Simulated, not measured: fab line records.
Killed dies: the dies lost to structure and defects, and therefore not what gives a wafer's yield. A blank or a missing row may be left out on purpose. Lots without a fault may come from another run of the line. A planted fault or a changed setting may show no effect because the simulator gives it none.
fab line records	flow n5-finfet
record lots=7	wafers=21	last-day=21
route steps=1938 shown ZERO_LAYER@13 WELL_APT@20
lots untouched by any fault: they come from a run of this same line in which no faults occurred
start-h: hours from the record's opening day to when the first of the lot's shown wafers began	wait-h: hours from the lot's prior step to this one	" same as the row above	L1.1+2: several wafers, shown together as one row	- either no value or no given start	* or withheld: withheld	< > ~ a bound
route shown NAME@n: NAME is a module with steps in the file, n the number in the route of the first one	usual: mean and standard deviation over wafers with no fault	same: alike in all rows	chamber/n: place in a boat	sites: readings site by site	_std_site: their standard deviation	_edge_site: the outer-site mean with the inner-site mean subtracted	radius-mm: how far each site lies from the wafer's centre	mask NAME#n: copy n	behind: the tool/chamber that last shaped the wafer	hold: cause of the lot's hold/its duration in hours/its outcome	device: the n, p or np transistor that did not switch	end of line: tests run on the same wafers once the route is complete	a step without rows: its recipe alone	killed: dies that structure and defects cost at the first sort, which is not the same as the wafer's yield	map: a wafer's dies, x killed, . not, _ none there
set.NAME: setting as actually run; set.NAME@STEP: the setting as run at that earlier step	model.NAME: the simulator's own value behind a step, which no gauge read
lots at selected steps of the route; one table per step, one row per wafer
services: from which hour (start-h, from the record's first day; less than 0 if before it) a tool's chamber was out of use, for how many hours, and why
## steps
# step N5_ZERO_LAYER_CD_MEAS_11
# recipe target-cd-nm=2000	landing-energy-ev=500	detector=se-inlens
# usual cd-nm=1998.3/2.8
lot.wafer	tool	chamber	start-h	wait-h	cd-nm
L515.2	cd-sem-03	0	12.66	-	1996.0
L515.3	"	0	"	"	2002.7
L515.5	"	0	"	"	2001.0
L518.1	cd-sem-03	0	30.77	-	1999.2
L518.4	"	0	"	"	2000.9
L518.6	"	0	"	"	1996.5
L525.2	cd-sem-03	0	72.77	-	1998.3
L525.3	"	0	"	"	1997.5
L525.6	"	0	"	"	2001.8
L526.1	cd-sem-01	0	78.64	-	1994.2
L526.5	"	0	"	"	1998.4
L526.6	"	0	"	"	1996.1
L527.1	cd-sem-01	0	84.64	-	1998.1
L527.5	"	0	"	"	1993.2
L527.6	"	0	"	"	1995.7
L530.3	cd-sem-02	0	102.77	-	1995.5
L530.5	"	0	"	"	1996.1
L530.6	"	0	"	"	1996.3
L534.1	cd-sem-03	0	126.96	-	2002.2
L534.4	"	0	"	"	1999.5
L534.5	"	0	"	"	1999.2
# step N5_ZERO_LAYER_DESCUM_16
# recipe chemistry=O2	time-s=7.9	source-power-w=50	bias-power-w=20	pressure-mtorr=20	rf-frequency-hz=2.712e+07	temp-c=40	o2-flow-sccm=225
# usual bias-power-w=20.00/0.061	drypump-motor-current-A=5.6/0.5	oes-product-au=0.78/0.064	rf-vpp-V=243.4/1.6	showerhead-plenum-p-Torr=2.11/0.09	throttle-valve-pct=20.46/0.23
lot.wafer	tool	chamber	start-h	wait-h	bias-power-w	drypump-motor-current-A	oes-product-au	rf-hours-counter-h	rf-vpp-V	showerhead-plenum-p-Torr	throttle-valve-pct
L515.2	rie-diel-02	0	12.70	0.0	19.90	4.8	0.74	193	243.3	2.00	20.89
L515.3	"	1	"	"	20.10	6.4	0.89	42	243.7	2.25	20.41
L515.5	"	1	"	"	20.02	6.4	0.89	-	245.2	2.25	20.39
L518.1	rie-diel-05	2	30.80	0.0	20.05	6.1	0.82	90	244.8	2.20	20.23
L518.4	"	0	"	"	19.94	4.9	0.75	137	243.3	2.02	20.58
L518.6	"	0	"	"	19.91	5.0	0.74	-	241.3	2.02	20.58
L525.2	rie-diel-02	2	72.80	0.0	19.94	5.0	0.75	189	243.4	2.17	20.43
L525.3	"	1	"	"	19.97	6.4	0.86	54	244.9	2.24	20.42
L525.6	"	0	"	"	20.03	4.8	0.72	-	241.3	2.00	20.91
L526.1	rie-diel-05	1	78.68	0.0	19.97	5.5	0.74	176	244.8	2.14	20.33
L526.5	"	3	"	"	20.04	5.7	0.74	-	240.5	1.99	20.19
L526.6	"	2	"	"	20.03	6.1	0.81	-	245.5	2.20	20.25
L527.1	rie-diel-05	1	84.68	0.0	19.96	5.5	0.73	176	244.6	2.14	20.31
L527.5	"	1	"	"	19.99	5.6	0.74	-	243.0	2.14	20.32
L527.6	"	2	"	"	20.07	6.1	0.81	-	244.3	2.20	20.24
L530.3	rie-diel-05	2	102.80	0.0	20.01	6.1	0.81	103	246.0	2.20	20.25
L530.5	"	1	"	"	20.06	5.6	0.74	-	245.7	2.14	20.33
L530.6	"	2	"	"	20.01	6.1	0.81	-	244.5	2.20	20.26
L534.1	rie-diel-06	1	127.28	0.3	19.91	5.6	0.85	58	244.2	2.22	20.16
L534.4	"	0	"	"	20.10	5.8	0.82	107	241.1	2.08	20.36
L534.5	"	1	"	"	20.04	5.6	0.84	-	245.9	2.22	20.18
# step N5_ZERO_LAYER_ETCH_17
# recipe chemistry=CF4	target=SiO2	target-depth-a=120	time-s=13.3	ion-energy-ev=350	pressure-mtorr=40	source-w=450	bias-w=215	Ar_flow_sccm=100	cf4-flow-sccm=100
# usual drypump-motor-current-A=5.6/0.5	oes-product-au=0.77/0.055	rf-vpp-V=950/5.1	showerhead-plenum-p-Torr=2.16/0.086	throttle-valve-pct=15.70/0.21
lot.wafer	tool	chamber	start-h	wait-h	drypump-motor-current-A	oes-product-au	rf-hours-counter-h	rf-vpp-V	showerhead-plenum-p-Torr	throttle-valve-pct
L515.2	rie-diel-02	0	12.73	0.0	4.8	0.74	193	943	2.03	16.02
L515.3	"	1	"	"	6.4	0.86	42	956	2.27	15.45
L515.5	"	1	"	"	6.4	0.86	-	954	2.27	15.47
L518.1	rie-diel-05	2	30.84	0.0	6.1	0.82	90	955	2.26	15.52
L518.4	"	0	"	"	5.0	0.74	137	944	2.07	15.72
L518.6	"	0	"	"	5.0	0.73	-	945	2.07	15.74
L525.2	rie-diel-02	2	72.84	0.0	5.0	0.73	189	952	2.21	15.64
L525.3	"	1	"	"	6.4	0.82	54	956	2.26	15.49
L525.6	"	0	"	"	4.8	0.73	-	943	2.02	16.03
L526.1	rie-diel-05	1	78.71	0.0	5.6	0.74	176	953	2.22	15.80
L526.5	"	3	"	"	5.7	0.77	-	944	2.05	15.50
L526.6	"	2	"	"	6.1	0.81	-	955	2.26	15.52
L527.1	rie-diel-05	1	84.71	0.0	5.6	0.73	176	954	2.22	15.82
L527.5	"	1	"	"	5.6	0.73	-	954	2.22	15.79
L527.6	"	2	"	"	6.1	0.82	-	955	2.26	15.54
L530.3	rie-diel-05	2	102.84	0.0	6.1	0.81	103	955	2.26	15.54
L530.5	"	1	"	"	5.6	0.72	-	953	2.22	15.81
L530.6	"	2	"	"	6.1	0.81	-	955	2.26	15.54
L534.1	rie-diel-06	1	127.31	0.0	5.5	0.85	58	956	2.24	15.27
L534.4	"	0	"	"	5.8	0.79	107	951	2.15	15.77
L534.5	"	1	"	"	5.6	0.87	-	957	2.24	15.27
# step N5_ZERO_LAYER_ETCH_18
# recipe chemistry=HBr/Cl2	target=Si	target-depth-a=1200	time-s=40	pressure-mtorr=10	icp-w=800	bias-w=75	HBr_flow_sccm=150	Cl2_flow_sccm=80
# usual drypump-motor-current-A=5.8/0.46	oes-product-au=0.998/0.016	throttle-valve-pct=36.4/0.46
lot.wafer	tool	chamber	start-h	wait-h	drypump-motor-current-A	oes-product-au	rf-hours-counter-h	throttle-valve-pct
L515.2	rie-si-01	0	12.80	0.0	6.2	1.003	7	37.3
L515.3	"	3	"	"	5.5	0.977	109	35.7
L515.5	"	0	"	"	6.2	1.010	-	37.3
L518.1	rie-si-03	3	30.91	0.0	5.4	0.982	108	35.8
L518.4	"	0	"	"	5.8	1.007	15	36.4
L518.6	"	3	"	"	5.4	0.978	-	35.8
L525.2	rie-si-06	3	72.91	0.0	6.3	1.014	189	36.3
L525.3	"	1	"	"	6.2	0.997	114	36.7
L525.6	"	1	"	"	6.2	0.994	-	36.7
L526.1	rie-si-06	2	78.79	0.0	5.8	0.999	192	36.3
L526.5	"	3	"	"	6.3	1.007	-	36.3
L526.6	"	2	"	"	5.8	0.994	-	36.3
L527.1	rie-si-01	2	84.79	0.0	5.3	0.990	1	36.3
L527.5	"	1	"	"	5.4	0.992	-	36.6
L527.6	"	0	"	"	6.2	1.000	-	37.3
L530.3	rie-si-01	3	102.91	0.0	5.5	0.976	111	35.7
L530.5	"	1	"	"	5.4	0.998	-	36.6
L530.6	"	0	"	"	6.3	1.005	-	37.3
L534.1	rie-si-06	0	127.39	0.0	4.8	1.036	9	36.4
L534.4	"	2	"	"	5.8	0.993	193	36.3
L534.5	"	1	"	"	6.2	0.999	-	36.7
# step N5_ZERO_LAYER_STRIP_24
# recipe chemistry=O2	power-w=1000	temp-c=250	overash-fraction=0.3	pressure-mtorr=1000	o2-flow-sccm=6750
# usual drypump-motor-current-A=6.2/0.33	heater-power-w=302/16	oes-product-au=0.647/0.0043	strip-time-to-endpoint-s=43.88/0.14
# same overash-fraction=0.3
lot.wafer	tool	chamber	start-h	wait-h	drypump-motor-current-A	heater-power-w	oes-product-au	rf-hours-counter-h	strip-time-to-endpoint-s
L515.2	plasma-asher-02	1	12.91	0.1	6.3	293	0.650	22	43.70
L515.3	"	1	"	"	6.3	293	0.647	-	43.69
L515.5	"	0	"	"	5.9	293	0.640	-	43.66
L518.1	plasma-asher-01	1	31.02	0.1	5.7	323	0.648	83	43.64
L518.4	"	1	"	"	5.8	323	0.645	-	43.56
L518.6	"	1	"	"	5.8	319	0.649	-	43.65
L525.2	plasma-asher-01	1	73.02	0.1	5.7	332	0.647	91	43.86
L525.3	"	1	"	"	5.7	336	0.648	-	43.83
L525.6	"	1	"	"	5.7	328	0.643	-	43.83
L526.1	plasma-asher-01	0	78.89	0.1	6.6	308	0.648	93	44.13
L526.5	"	1	"	"	5.7	327	0.648	-	44.07
L526.6	"	0	"	"	6.6	303	0.639	-	44.03
L527.1	plasma-asher-02	0	84.89	0.1	5.9	283	0.645	33	44.03
L527.5	"	0	"	"	5.9	287	0.644	-	43.96
L527.6	"	1	"	"	6.3	290	0.645	-	43.90
L530.3	plasma-asher-02	1	103.08	0.1	6.4	293	0.642	-	43.74
L530.5	"	0	"	"	5.9	290	0.651	-	43.89
L530.6	"	1	"	"	6.4	285	0.643	-	43.90
L534.1	plasma-asher-02	0	127.49	0.1	5.9	284	0.649	40	43.90
L534.4	"	1	"	"	6.3	291	0.639	-	43.78
L534.5	"	0	"	"	5.9	290	0.637	-	43.86
# step N5_ZERO_LAYER_STRIP_19
# recipe chemistry=SPM	time-s=900	temp-c=130	h2so4-h2o2-vol-ratio=4	dry=ipa-marangoni
# step N5_ZERO_LAYER_INSPECT_20
# recipe inspect-instrument=darkfield	mode=post-clean
# usual raw-defect-count=33/13
lot.wafer	tool	chamber	start-h	wait-h	raw-defect-count
L515.2	defect-inspect-02	-	13.27	0.0	29
L515.3	"	-	"	"	25
L515.5	"	-	"	"	18
L518.1	defect-inspect-01	-	31.67	0.0	42
L518.4	"	-	"	"	32
L518.6	"	-	"	"	19
L525.2	defect-inspect-01	-	73.38	0.0	38
L525.3	"	-	"	"	32
L525.6	"	-	"	"	70
L526.1	defect-inspect-01	-	79.26	0.0	23
L526.5	"	-	"	"	27
L526.6	"	-	"	"	17
L527.1	defect-inspect-01	-	85.25	0.0	45
L527.5	"	-	"	"	39
L527.6	"	-	"	"	63
L530.3	defect-inspect-01	-	103.42	0.0	47
L530.5	"	-	"	"	44
L530.6	"	-	"	"	58
L534.1	defect-inspect-01	-	127.85	0.0	28
L534.4	"	-	"	"	18
L534.5	"	-	"	"	50
# step N5_WELL_APT_HMDS_01
# recipe time-s=60	temp-c=120
# step N5_WELL_APT_COAT_02
# recipe spin-rpm=1357	resist-thk-nm=950
# step N5_WELL_APT_EBR_04
# recipe solvent=PGMEA	ebr-width-mm=1.5
# step N5_WELL_APT_SOFTBAKE_03
# recipe temp-c=130	time-s=60
# step N5_WELL_APT_EXPOSE_05
# recipe mask-id=NWELL	na=0.8	source-shape=conventional	sigma-outer=0.8	polarization=unpolarized	defocus-nm=0	target-cd-nm=200	dose-mj=20.3
# step N5_WELL_APT_PEB_06
# recipe peb-temp-c=130	peb-time-s=90
# usual chill-plate-temp-C=23.02/0.1	exhaust-pa=45.2/0.74	peb-time-s=90/0
lot.wafer	tool	chamber	start-h	wait-h	chill-plate-temp-C	exhaust-pa	peb-time-s
L515.2	litho-track-01	0	13.46	0.0	23.00	45.1	90
L515.3	"	0	"	"	23.01	45.7	90
L515.5	"	0	"	"	22.98	46.0	90
L518.1	litho-track-04	0	31.99	0.1	22.88	45.1	90
L518.4	"	0	"	"	22.88	45.9	90
L518.6	"	0	"	"	23.03	44.1	90
L525.2	litho-track-01	-	73.69	0.0	-	-	-
L525.3	"	-	"	"	-	-	-
L525.6	"	-	"	"	-	-	-
L526.1	litho-track-04	-	79.57	0.1	-	-	-
L526.5	"	-	"	"	-	-	-
L526.6	"	-	"	"	-	-	-
L527.1	litho-track-03	-	85.44	0.1	-	-	-
L527.5	"	-	"	"	-	-	-
L527.6	"	-	"	"	-	-	-
L530.3	litho-track-03	0	103.74	0.0	22.85	46.1	90
L530.5	"	0	"	"	22.97	46.7	90
L530.6	"	0	"	"	22.88	46.5	90
L534.1	litho-track-03	0	128.17	0.1	22.94	45.4	90
L534.4	"	0	"	"	23.09	45.3	90
L534.5	"	0	"	"	23.09	45.3	90
# step N5_WELL_APT_DEVELOP_07
# recipe develop-time-s=45	rinse-liquid=surfactant-rinse	dry=air-spin	dev-temp-c=21
## services
tool	chamber	start-h	hours	kind
rie-si-03	1	-9.77	1.4	repair
plasma-asher-02	-	-9.64	0.8	repair
rie-si-01	2	-6.10	-	clean
rie-si-01	2	-6.10	-	consumable-replace:focus-ring
rie-si-01	2	-6.10	19.9	scheduled-down
rie-si-01	2	-6.10	19.9	vent-cycle
plasma-asher-01	-	4.84	0.5	repair
plasma-asher-02	-	21.47	1.7	repair
rie-diel-05	3	36.76	2.9	repair
litho-track-03	-	41.44	-	consumable-replace:filter
rie-si-03	-	55.34	0.1	repair
rie-diel-05	-	95.09	0.1	repair
rie-si-03	2	108.52	10.7	repair
rie-si-03	1	112.46	5.5	repair
## key
first-sign step=N5_WELL_APT_PEB_06	reading=tool-record	direction=missing
effect none on later readings
met-at N5_WELL_APT_PEB_06
struck-wafers L525.2,L525.3,L525.6,L526.1,L526.5,L526.6,L527.1,L527.5,L527.6
later-rows-left-out L525.2,L525.3,L525.6,L526.1,L526.5,L526.6,L527.1,L527.5,L527.6
sort-left-out L525.2,L525.3,L525.6,L526.1,L526.5,L526.6,L527.1,L527.5,L527.6
onset-between 31.99 73.69
fault kind=skipped-step-whole	tool=litho-track-01,litho-track-03,litho-track-04	chamber=-	onset-h=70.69	steps=N5_WELL_APT_PEB_06	scope=struck-lots-only
# sort-left-out: the simulated sort isn't trusted on such a fault, so these wafers' sort isn't shown, and their yield isn't known
# later-rows-left-out: the simulator's readings of these wafers behind a module that went badly wrong aren't trusted and aren't shown, but for the sort
